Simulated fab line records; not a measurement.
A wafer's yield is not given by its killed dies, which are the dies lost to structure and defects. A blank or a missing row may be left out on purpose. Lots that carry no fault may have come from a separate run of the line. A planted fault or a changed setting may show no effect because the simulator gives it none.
Which of the tools did it? -- flow nandHarc -- 6 lots with 18 wafers sampled at 3 steps, on a route of 1159 steps

## WHAT EACH GAUGE READ, for each wafer
NHARC_A_M0_CD_MEAS_09 targets a cd of 80 nm.
lot,measured,on,cdNm (nm)
L606,day 17 22:05,cdSem-03,80.0 80.4 79.5
L612,day 19 17:06,cdSem-03,81.9 82.8 82.1 82.2 82.5 82.2
L620,day 20 19:43,cdSem-01,80.3 80.3 79.7
L622,day 22 02:17,cdSem-03,79.8 81.8 79.9
L626,day 23 09:55,cdSem-01,79.5 80.0 79.5
L628,day 25 04:08,cdSem-03,80.4 80.9 80.8

## EACH LOT AND THE TOOL THAT RAN IT (in order: tool; ch and the chambers of the sampled wafers; start)
lot,NHARC_A_BLC_DEGAS_30,NHARC_A_M0_PEB_07
L606,"pvdSputter-03, day 17 19:48","lithoTrack-06 ch 0, day 17 22:00"
L612,"pvdSputter-01, day 19 11:21","lithoTrack-06 ch 0, day 19 17:01"
L620,"pvdSputter-02, day 20 17:18","lithoTrack-01 ch 0, day 20 19:38"
L622,"pvdSputter-01, day 21 23:52","lithoTrack-06 ch 0, day 22 02:12"
L626,"pvdSputter-03, day 22 22:45","lithoTrack-04 ch 0, day 23 09:50"
L628,"pvdSputter-03, day 24 14:25","lithoTrack-06 ch 0, day 25 04:04"
- NHARC_A_BLC_DEGAS_30: time 60 s.
- NHARC_A_M0_PEB_07: peb time 65 s.

## THE ANSWER, worked out from the rows above alone
Rule: usual is defined by the lots themselves. The widest of any qualifying gaps counts: lots, ordered by their means at a reading, are off when they make up no more than a third of the lots, leave a main group of 4 or more, and stand apart from it by 3 or more times the standard deviation of that group's means. A main group whose means are all the same, to the digits that the tables above print for the reading, isn't used. A lot without any number at a reading at which 4 lots or more have one is off too. All remaining lots with rows at the step are treated as sound.
Off: L612, at NHARC_A_M0_CD_MEAS_09 (cdNm). The main group: mean 80.2 nm, standard deviation 0.37.
A tool fits if, at a process step before that reading, it ran every lot that is off, and no sound lot after the first of them. Gauges at NHARC_A_M0_CD_MEAS_09: tried the same way as those tools. Not one of the candidates tried fits.

## WHAT THE SIMULATOR HAD PUT IN
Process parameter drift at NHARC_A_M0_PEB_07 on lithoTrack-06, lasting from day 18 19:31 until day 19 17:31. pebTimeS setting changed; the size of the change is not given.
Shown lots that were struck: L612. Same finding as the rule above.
